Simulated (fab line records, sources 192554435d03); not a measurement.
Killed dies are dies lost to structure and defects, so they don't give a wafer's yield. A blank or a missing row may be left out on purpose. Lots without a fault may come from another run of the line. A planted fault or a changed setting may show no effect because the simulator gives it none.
fab line records | flow n5_finfet
record lots=14 wafers=34 last_day=18
route steps=1938 shown PMOS_HMC_CHANNEL_EPI@74 FIN_SAQP@94 PASSIVATION@1936
lots that met no fault: from a run of the same line without faults
start_h: hours from the record's first day to the start of the lot's first wafer shown | wait_h: hours since the lot's step before | " the same as in the row above | L1.1+2: a row that stands for several wafers | - no value, or no start given | * or withheld: withheld | < > ~ a bound
route shown NAME@n: a module of which the file shows steps, and the number in the route of the first | usual: mean/standard deviation of fault-free wafers | same: alike in all rows | chamber/n: place in a boat | sites: the reading at each site | _std_site: their standard deviation | _edge_site: outer sites' mean less inner sites' | radius_mm: how far each site lies from the wafer's centre | mask NAME#n: copy n | behind: the tool/chamber that last shaped the wafer | hold: why the lot was held/for how many hours/how that ended | device: the transistor (n, p or np) that didn't switch | end of line: the same wafers' tests at the end of the route | a step without rows: its recipe alone | killed: dies lost to structure and defects at the first sort, not the wafer's yield | map: a wafer's dies, x killed, . not, _ none there
set.NAME: the setting as run; set.NAME@STEP: as run at that earlier step | model.NAME: the simulator's own value behind a step, which no gauge read
steps of the route over a sample of lots; a table a step, a row a wafer
services: from which hour (start_h, from the record's first day; less than 0 if before it) a tool's chamber was out of use, for how many hours, and why
## steps
# step N5_PMOS_HMC_CHANNEL_EPI_FIN_RECESS_16
# recipe chemistry=HBr/Cl2 target=Si mask_material=SiO2 target_depth_a=540 time_s=18 pressure_mtorr=10 icp_w=800 bias_w=75 HBr_flow_sccm=150 Cl2_flow_sccm=80
# usual drypump_motor_current_A=5.7/0.47 oes_product_au=1.004/0.018 throttle_valve_pct=35.41/0.3
# columns lot.wafer tool chamber start_h wait_h drypump_motor_current_A oes_product_au rf_hours_counter_h throttle_valve_pct
L139.3 rie_si-01 2 18.24 0.0 5.7 0.990 170 35.39
L139.4 " 3 " " 5.7 0.984 139 35.71
L139.5 " 3 " " 5.7 0.982 - 35.71
L143.1 rie_si-02 1 42.68 0.0 5.4 1.018 50 35.27
L143.4 " 0 " " 5.2 1.016 33 35.29
L143.5 " 2 " " 6.4 1.000 - 35.56
L144.1 rie_si-01 3 48.16 0.0 5.7 0.987 139 35.73
L144.3 " 2 " " 5.7 0.984 171 35.39
L145.4 rie_si-02 0 53.54 0.0 5.3 1.024 33 35.27
L145.5 " 2 " " 6.4 1.010 - 35.54
L146.1 rie_si-06 3 60.17 0.0 5.4 0.979 76 35.41
L146.3 " 1 " " 5.7 0.971 4 35.95
L146.6 " 0 " " 5.5 1.006 - 34.65
L147.4 rie_si-02 0 65.61 0.0 5.3 1.004 33 35.30
L147.5 " 2 " " 6.4 0.992 - 35.56
L149.2 rie_si-06 0 78.32 0.0 5.5 1.002 51 34.63
L149.5 " 0 " " 5.5 1.007 - 34.66
L149.6 " 1 " " 5.7 0.970 - 35.96
L150.3 rie_si-06 2 83.92 0.0 5.0 0.986 115 35.48
L150.4 " 3 " " 5.4 1.003 77 35.41
L154.1 rie_si-06 0 108.16 0.0 5.5 0.996 51 34.65
L154.3 " 1 " " 5.8 0.978 4 35.94
L155.1 rie_si-06 0 114.18 0.0 5.5 1.009 51 34.63
L155.6 " 1 " " 5.7 0.968 - 35.96
L158.2 rie_si-02 1 133.07 0.0 5.3 1.019 51 35.28
L158.6 " 0 " " 5.3 1.013 - 35.30
L159.2 rie_si-02 3 138.58 0.0 6.4 1.014 159 35.61
L159.4 " 0 " " 5.2 1.011 34 35.29
L160.4 rie_si-02 2 144.01 0.0 6.4 1.001 11 35.55
L160.5 " 0 " " 5.3 1.013 - 35.31
L160.6 " 3 " " 6.4 0.999 - 35.62
L161.1 rie_si-02 1 151.54 0.0 5.3 1.026 52 35.28
L161.3 " 2 " " 6.4 0.997 12 35.56
L161.5 " 2 " " 6.4 0.994 - 35.57
# step N5_PMOS_HMC_CHANNEL_EPI_THK_MEAS_22
# recipe reads=SiGe30_of_PMOS_HMC_CHANNEL_EPI_EPI_20
# usual HMC_CMP_THK=54.3/0.73
# columns lot.wafer tool chamber start_h wait_h HMC_CMP_THK[nm]
L139.3 film_metro-02 - 20.44 - 54.3
L139.4 " - " " 53.9
L139.5 " - " " 54.2
L143.1 film_metro-02 - 44.48 - 53.9
L143.4 " - " " 55.4
L143.5 " - " " 53.8
L144.1 film_metro-02 - 49.97 - 54.1
L144.3 " - " " 53.8
L145.4 film_metro-01 - 56.27 - 56.5
L145.5 " - " " 54.6
L146.1 film_metro-02 - 61.97 - 53.8
L146.3 " - " " 53.8
L146.6 " - " " 54.5
L147.4 film_metro-02 - 67.41 - 55.0
L147.5 " - " " 53.5
L149.2 film_metro-01 - 80.52 - 54.4
L149.5 " - " " 54.1
L149.6 " - " " 53.6
L150.3 film_metro-01 - 85.72 - 53.6
L150.4 " - " " 52.0
L154.1 film_metro-02 - 110.38 - 51.6
L154.3 " - " " 53.7
L155.1 film_metro-02 - 117.00 - 51.7
L155.6 " - " " 52.8
L158.2 film_metro-01 - 134.87 - 54.7
L158.6 " - " " 54.7
L159.2 film_metro-02 - 140.80 - 53.5
L159.4 " - " " 55.1
L160.4 film_metro-02 - 146.21 - 53.9
L160.5 " - " " 55.0
L160.6 " - " " 53.0
L161.1 film_metro-02 - 153.34 - 55.0
L161.3 " - " " 53.2
L161.5 " - " " 53.7
# step N5_PMOS_HMC_CHANNEL_EPI_EPI_26
# recipe material=Si target_thk_a=38 temp_c=650 precursor=SiH4/H2 pressure_torr=20 time_s=22.7
# usual throttle_valve_pct=11.19/0.18
# columns lot.wafer tool chamber start_h wait_h throttle_valve_pct
L139.3 epi_rpcvd-01 0 20.65 0.1 11.26
L139.4 " 0 " " 11.37
L139.5 " 0 " " 11.17
L143.1 epi_rpcvd-03 0 44.59 0.0 10.98
L143.4 " 0 " " 11.05
L143.5 " 0 " " 11.24
L144.1 epi_rpcvd-03 0 50.08 0.0 10.87
L144.3 " 0 " " 11.34
L145.4 epi_rpcvd-04 0 56.53 0.2 11.31
L145.5 " 0 " " 11.19
L146.1 epi_rpcvd-03 0 62.08 0.0 11.05
L146.3 " 0 " " 11.26
L146.6 " 0 " " 11.14
L147.4 epi_rpcvd-03 0 67.72 0.2 11.06
L147.5 " 0 " " 10.99
L149.2 epi_rpcvd-04 0 80.69 0.1 11.31
L149.5 " 0 " " 11.25
L149.6 " 0 " " 11.19
L150.3 epi_rpcvd-03 0 85.97 0.2 10.97
L150.4 " 0 " " 10.88
L154.1 epi_rpcvd-03 0 110.49 0.0 11.16
L154.3 " 0 " " 10.94
L155.1 epi_rpcvd-01 0 117.11 0.0 11.70
L155.6 " 0 " " 11.20
L158.2 epi_rpcvd-01 0 135.04 0.1 11.43
L158.6 " 0 " " 11.31
L159.2 epi_rpcvd-03 0 140.99 0.1 10.88
L159.4 " 0 " " 10.76
L160.4 epi_rpcvd-03 0 146.51 0.2 11.24
L160.5 " 0 " " 11.02
L160.6 " 0 " " 11.24
L161.1 epi_rpcvd-04 0 153.45 0.0 11.23
L161.3 " 0 " " 11.13
L161.5 " 0 " " 11.18
# step N5_PMOS_HMC_CHANNEL_EPI_INSPECT_30
# recipe inspect_instrument=darkfield mode=post_epi
# usual raw_defect_count=19/6.2
# columns lot.wafer tool chamber start_h wait_h raw_defect_count
L139.3 defect_inspect-01 - 20.92 0.0 26
L139.4 " - " " 36
L139.5 " - " " 34
L143.1 defect_inspect-01 - 45.19 0.0 24
L143.4 " - " " 29
L143.5 " - " " 21
L144.1 defect_inspect-02 - 50.68 0.0 22
L144.3 " - " " 15
L145.4 defect_inspect-02 - 56.75 0.0 26
L145.5 " - " " 19
L146.1 defect_inspect-01 - 62.55 0.0 17
L146.3 " - " " 24
L146.6 " - " " 20
L147.4 defect_inspect-01 - 67.99 0.0 13
L147.5 " - " " 15
L149.2 defect_inspect-01 - 81.01 0.0 17
L149.5 " - " " 22
L149.6 " - " " 22
L150.3 defect_inspect-02 - 86.31 0.0 24
L150.4 " - " " 23
L154.1 defect_inspect-01 - 111.09 0.0 12
L154.3 " - " " 12
L155.1 defect_inspect-01 - 117.58 0.0 14
L155.6 " - " " 21
L158.2 defect_inspect-02 - 135.45 0.0 21
L158.6 " - " " 15
L159.2 defect_inspect-02 - 141.51 0.0 8
L159.4 " - " " 19
L160.4 defect_inspect-02 - 146.79 0.0 19
L160.5 " - " " 13
L160.6 " - " " 23
L161.1 defect_inspect-02 - 153.82 0.0 19
L161.3 " - " " 16
L161.5 " - " " 14
# step N5_FIN_SAQP_ALD_61
# recipe material=SiO2 target_thk_a=40 temp_c=300 ald_precursor_family=BDEAS ald_co_reactant=O2-plasma pulse_time_s=1 purge_time_s=2 co_reactant_purge_time_s=2 ald_cycles=43 pressure_torr=2
# usual heater_power_w=471/58 precursor_pulse_height_rel=1.000/0.019
# same pulse_time_s=1 purge_time_s=2
# columns lot.wafer tool chamber start_h wait_h heater_power_w precursor_pulse_height_rel
L139.3 ald_sin-01 2 21.05 0.0 458 0.992
L139.4 " 1 " " 487 1.000
L139.5 " 0 " " 471 1.018
L143.1 ald_sin-02 2 45.32 0.0 499 0.985
L143.4 " 3 " " 472 1.009
L143.5 " 0 " " 436 0.978
L144.1 ald_sin-03 3 51.14 0.4 515 1.039
L144.3 " 2 " " 519 0.965
L145.4 ald_sin-02 0 56.87 0.0 440 0.991
L145.5 " 1 " " 528 1.012
L146.1 ald_sin-03 0 62.68 0.0 444 0.991
L146.3 " 2 " " 524 0.978
L146.6 " 1 " " 356 0.995
L147.4 ald_sin-03 1 68.79 0.7 346 1.009
L147.5 " 2 " " 504 1.014
L149.2 ald_sin-01 1 81.13 0.0 483 0.985
L149.5 " 2 " " 458 1.010
L149.6 " 3 " " 555 0.984
L150.3 ald_sin-03 1 86.54 0.1 347 1.013
L150.4 " 0 " " 445 1.039
L154.1 ald_sin-01 1 111.51 0.3 487 0.992
L154.3 " 0 " " 469 0.992
L155.1 ald_sin-01 1 117.70 0.0 479 0.978
L155.6 " 0 " " 450 1.010
L158.2 ald_sin-03 3 135.57 0.0 513 1.001
L158.6 " 0 " " 442 0.982
L159.2 ald_sin-01 3 141.64 0.0 552 1.013
L159.4 " 1 " " 487 0.961
L160.4 ald_sin-03 2 146.91 0.0 501 1.004
L160.5 " 1 " " 343 1.008
L160.6 " 2 " " 532 1.025
L161.1 ald_sin-01 3 155.37 1.5 555 0.955
L161.3 " 0 " " 463 0.979
L161.5 " 3 " " 547 0.986
# step N5_PASSIVATION_PROBE_49
# usual killed_at_M0_to_M3=35/11 killed_at_M4_up=14/5.4 killed_at_contacts=13/6 killed_at_front_end=38/11 killed_at_other=3.4/2.6 killed_dies=104/19 killed_open=68/13 killed_short=34/8.5
# same gross_dies=1180 killed_at_back_side=0
# columns lot.wafer tool chamber start_h wait_h killed_at_M0_to_M3 killed_at_M4_up killed_at_contacts killed_at_front_end killed_at_other killed_dies killed_open killed_short
L145.4 prober-02 - 346.54 0.2 19 22 17 36 5 99 58 36
L145.5 prober-02 - 346.59 0.2 36 28 4 43 4 115 69 44
# killed by level:class
L145.4 BEOL_M4:geometric_particle:open=10 MOL_CONTACT_COAG:geometric_particle:open=10 FIN_SAQP:geometric_particle:short=8 MOL_CONTACT_COAG:geometric_particle:short=7 FIN_SAQP:geometric_particle:open=6 BEOL_M1:geometric_particle:open=6 HKMG_FIN:area_etch=5 BEOL_M0:geometric_particle:open=4
L145.5 BEOL_M4:geometric_particle:open=15 FIN_SAQP:geometric_particle:open=13 FIN_SAQP:geometric_particle:short=10 BEOL_M0:geometric_particle:open=8 BEOL_M4:geometric_particle:short=8 BEOL_M1:geometric_particle:open=7 BEOL_M0_SAQP:geometric_particle:short=6 BEOL_M0_SAQP:geometric_particle:open=5
## services
# columns tool chamber start_h hours kind
rie_si-06 - 6.68 15.6 pm
ald_sin-01 0 7.85 - clean
ald_sin-01 1 7.85 - clean
ald_sin-01 2 7.85 - clean
ald_sin-01 3 7.85 - clean
epi_rpcvd-03 - 17.10 1.0 repair
rie_si-02 3 27.22 3.3 repair
epi_rpcvd-01 - 30.70 1.6 repair
ald_sin-01 1 45.54 2.6 repair
rie_si-02 0 45.54 1.7 repair
ald_sin-01 1 52.24 11.0 repair
ald_sin-02 - 85.26 14.0 pm
ald_sin-02 0 85.26 14.0 vent_cycle
ald_sin-02 1 85.26 14.0 vent_cycle
ald_sin-02 2 85.26 14.0 vent_cycle
ald_sin-02 3 85.26 14.0 vent_cycle
ald_sin-01 - 89.32 6.1 pm
rie_si-01 2 92.28 4.2 repair
ald_sin-02 0 99.26 - clean
rie_si-01 0 99.71 3.0 repair
ald_sin-01 3 111.29 1.9 repair
rie_si-06 - 116.06 28.1 pm
rie_si-01 1 119.62 22.1 repair
rie_si-01 2 121.47 5.6 repair
## key
first_sign step=N5_PMOS_HMC_CHANNEL_EPI_THK_MEAS_22 reading=HMC_CMP_THK direction=down sigmas=3.5 usual=54.3 struck=51.8
effect none on later readings
met_at N5_PMOS_HMC_CHANNEL_EPI_FIN_RECESS_16
struck_lots L150,L154,L155
struck_wafers L150.4,L154.1,L155.1
tester_left_out L150,L154,L155
not_acting_at N5_PMOS_HMC_CHANNEL_EPI_EPI_26,N5_PMOS_HMC_CHANNEL_EPI_INSPECT_30,N5_FIN_SAQP_ALD_61
onset_between 78.32 83.92
fault kind=process_parameter_drift tool=rie_si-06 chamber=- onset_h=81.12 steps=N5_PMOS_HMC_CHANNEL_EPI_FIN_RECESS_16 channel=time_s offset=* shape=step end_h=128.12 scope=struck_wafers_only acts_in=* stated=*
# tester_left_out: of these lots the tester's yield and bins aren't shown, on N5 and GAA mostly nor the transistor test; their killed dies are dies lost to structure and defects alone, not to doping, threshold or leakage, so they don't give the yield
